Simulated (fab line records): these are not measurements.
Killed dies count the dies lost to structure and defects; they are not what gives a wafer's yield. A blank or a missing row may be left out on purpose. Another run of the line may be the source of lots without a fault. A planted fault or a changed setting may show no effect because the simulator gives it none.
Chamber matching / flow n5-finfet / N5_BEOL_M14_DEP_53 on pecvd-03 has 3 sister chambers
The step deposits SiCN from 3MS/NH3, target thk 50 nm, time 17.8 s. 20 wafers are shown with their chamber, then 10 later ones without.

## WAFERS WITH THEIR CHAMBER
wafer=L075.3; chamber=1; throttle-valve-pct (%)=16.6; showerhead-plenum-p-Torr (Torr)=4.146
wafer=L075.4; chamber=1; throttle-valve-pct (%)=16.5; showerhead-plenum-p-Torr (Torr)=4.136
wafer=L075.6; chamber=0; throttle-valve-pct (%)=17.7; showerhead-plenum-p-Torr (Torr)=4.151
wafer=L074.3; chamber=0; throttle-valve-pct (%)=17.8; showerhead-plenum-p-Torr (Torr)=4.147
wafer=L074.5; chamber=0; throttle-valve-pct (%)=17.9; showerhead-plenum-p-Torr (Torr)=4.152
wafer=L074.6; chamber=2; throttle-valve-pct (%)=18.1; showerhead-plenum-p-Torr (Torr)=4.160
wafer=L076.3; chamber=1; throttle-valve-pct (%)=16.5; showerhead-plenum-p-Torr (Torr)=4.140
wafer=L076.4; chamber=1; throttle-valve-pct (%)=16.5; showerhead-plenum-p-Torr (Torr)=4.141
wafer=L076.6; chamber=0; throttle-valve-pct (%)=17.9; showerhead-plenum-p-Torr (Torr)=4.150
wafer=L077.2; chamber=0; throttle-valve-pct (%)=17.7; showerhead-plenum-p-Torr (Torr)=4.155
wafer=L077.5; chamber=1; throttle-valve-pct (%)=16.7; showerhead-plenum-p-Torr (Torr)=4.134
wafer=L077.6; chamber=0; throttle-valve-pct (%)=17.8; showerhead-plenum-p-Torr (Torr)=4.147
wafer=L079.1; chamber=2; throttle-valve-pct (%)=18.1; showerhead-plenum-p-Torr (Torr)=4.162
wafer=L079.3; chamber=1; throttle-valve-pct (%)=16.7; showerhead-plenum-p-Torr (Torr)=4.140
wafer=L079.5; chamber=0; throttle-valve-pct (%)=18.0; showerhead-plenum-p-Torr (Torr)=4.158
wafer=L080.1; chamber=1; throttle-valve-pct (%)=16.6; showerhead-plenum-p-Torr (Torr)=4.141
wafer=L080.2; chamber=0; throttle-valve-pct (%)=17.7; showerhead-plenum-p-Torr (Torr)=4.164
wafer=L080.4; chamber=1; throttle-valve-pct (%)=16.5; showerhead-plenum-p-Torr (Torr)=4.136
wafer=L082.1; chamber=1; throttle-valve-pct (%)=16.5; showerhead-plenum-p-Torr (Torr)=4.153
wafer=L082.2; chamber=0; throttle-valve-pct (%)=17.8; showerhead-plenum-p-Torr (Torr)=4.152

SIGNATURES, as means of the wafers listed above
reading=throttle-valve-pct; chamber 0=17.811; chamber 1=16.567; chamber 2=18.100; scatter within a chamber=0.0936
reading=showerhead-plenum-p-Torr; chamber 0=4.15289; chamber 1=4.14078; chamber 2=4.16100; scatter within a chamber=0.00547
Rule: a wafer lies at a distance from a chamber equal to the root of the sum of squares, over the readings, of (its reading less the chamber's mean, divided by the reading's scatter). If the next closest chamber is less than 2 further off than the closest, the wafer can't be placed; otherwise it belongs to the closest. How the scatter is found: for the shown wafers, subtract from each reading the mean of its chamber, square and add these, divide the total by (wafers less chambers), then take the root.

## WAFERS MISSING THEIR CHAMBER
wafer=L082.3; throttle-valve-pct (%)=18.3; showerhead-plenum-p-Torr (Torr)=4.162
wafer=L084.3; throttle-valve-pct (%)=18.0; showerhead-plenum-p-Torr (Torr)=4.159
wafer=L084.4; throttle-valve-pct (%)=17.5; showerhead-plenum-p-Torr (Torr)=4.154
wafer=L084.6; throttle-valve-pct (%)=16.6; showerhead-plenum-p-Torr (Torr)=4.140
wafer=L094.1; throttle-valve-pct (%)=16.7; showerhead-plenum-p-Torr (Torr)=4.137
wafer=L094.2; throttle-valve-pct (%)=17.8; showerhead-plenum-p-Torr (Torr)=4.146
wafer=L094.3; throttle-valve-pct (%)=18.3; showerhead-plenum-p-Torr (Torr)=4.147
wafer=L096.2; throttle-valve-pct (%)=17.8; showerhead-plenum-p-Torr (Torr)=4.158
wafer=L096.4; throttle-valve-pct (%)=16.6; showerhead-plenum-p-Torr (Torr)=4.135
wafer=L096.5; throttle-valve-pct (%)=18.6; showerhead-plenum-p-Torr (Torr)=4.165

## THE CHAMBER EACH PASSED THROUGH
wafer=L082.3; from the rows above=2; in truth=2
wafer=L084.3; from the rows above=can't be placed: 2 or 0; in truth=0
wafer=L084.4; from the rows above=0; in truth=0
wafer=L084.6; from the rows above=1; in truth=1
wafer=L094.1; from the rows above=1; in truth=1
wafer=L094.2; from the rows above=0; in truth=0
wafer=L094.3; from the rows above=can't be placed: 2 or 0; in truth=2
wafer=L096.2; from the rows above=0; in truth=0
wafer=L096.4; from the rows above=1; in truth=1
wafer=L096.5; from the rows above=2; in truth=2
Correct placement for 8 of the 10. Unplaceable from these rows: 2, with the true chamber sitting among the candidates in 2. 0 placed wrongly.
